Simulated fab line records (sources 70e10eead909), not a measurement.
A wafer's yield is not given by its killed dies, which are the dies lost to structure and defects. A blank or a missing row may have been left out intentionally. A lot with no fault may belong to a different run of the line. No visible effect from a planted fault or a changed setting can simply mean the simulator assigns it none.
Matching of chambers ; flow nand-harc ; NHARC_A_CONTACT_CMP_20 on cmp-03 has 4 sister chambers
The step polishes, t overpolish 30 s, target thk 300 nm. 16 wafers are shown with their chamber, then 8 later ones without.

== EACH WAFER AND ITS CHAMBER ==
wafer;chamber;motor-current-A (A);time-to-endpoint-s (s);overpolish-run-s (s)
L075.2;0;11.6;61.8;30.004
L075.3;3;12.2;58.1;29.986
L075.4;2;11.2;59.1;29.992
L077.1;1;11.9;55.9;29.991
L077.3;0;11.3;59.7;30.000
L077.4;2;10.9;62.1;29.987
L079.1;2;11.5;60.6;29.996
L079.4;3;12.2;58.7;29.999
L079.6;0;11.0;59.1;29.991
L087.1;0;11.7;62.5;29.982
L087.3;2;11.6;61.6;29.998
L087.5;0;10.6;64.3;29.997
L089.1;3;12.9;53.2;29.995
L089.3;2;11.5;60.3;30.006
L089.6;2;11.6;59.9;29.976
L095.3;1;12.0;53.1;29.998

SIGNATURES, as means of the wafers listed above
reading;chamber 0;chamber 1;chamber 2;chamber 3;scatter within a chamber
motor-current-A;11.240;11.950;11.383;12.433;0.357
time-to-endpoint-s;61.480;54.500;60.600;56.667;1.96
overpolish-run-s;29.99480;29.99450;29.99250;29.99333;0.00883
Rule: a wafer's distance from a chamber is the root of the sum, over the readings, of the square of ((its reading less the chamber's mean) divided by the reading's scatter). If the next closest chamber is less than 2 further off than the closest, the wafer can't be placed; otherwise it belongs to the closest. The scatter: take each reading less its chamber's mean, square it, sum over the shown wafers, divide by the number of wafers less the number of chambers, and take the root.

== WAFERS WITHOUT THEIR CHAMBER ==
wafer;motor-current-A (A);time-to-endpoint-s (s);overpolish-run-s (s)
L095.4;12.5;54.4;30.018
L095.5;12.4;54.6;30.004
L096.1;11.1;60.6;30.011
L096.2;12.0;56.5;30.016
L096.6;11.5;61.3;29.983
L097.3;11.3;61.4;29.982
L097.4;12.3;58.3;29.998
L097.6;11.2;61.8;30.003

== THE CHAMBER EACH PASSED THROUGH ==
wafer;from the rows above;in truth
L095.4;can't be placed: 3 or 1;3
L095.5;can't be placed: 3 or 1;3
L096.1;can't be placed: 0 or 2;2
L096.2;can't be placed: 1 or 3 or 2 or 0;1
L096.6;can't be placed: 2 or 0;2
L097.3;can't be placed: 2 or 0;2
L097.4;can't be placed: 3 or 1 or 2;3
L097.6;can't be placed: 0 or 2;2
Placed correctly: 0 of 8. Can't be placed from these rows: 8 (the true chamber is among the candidates in 8). 0 placed wrongly.
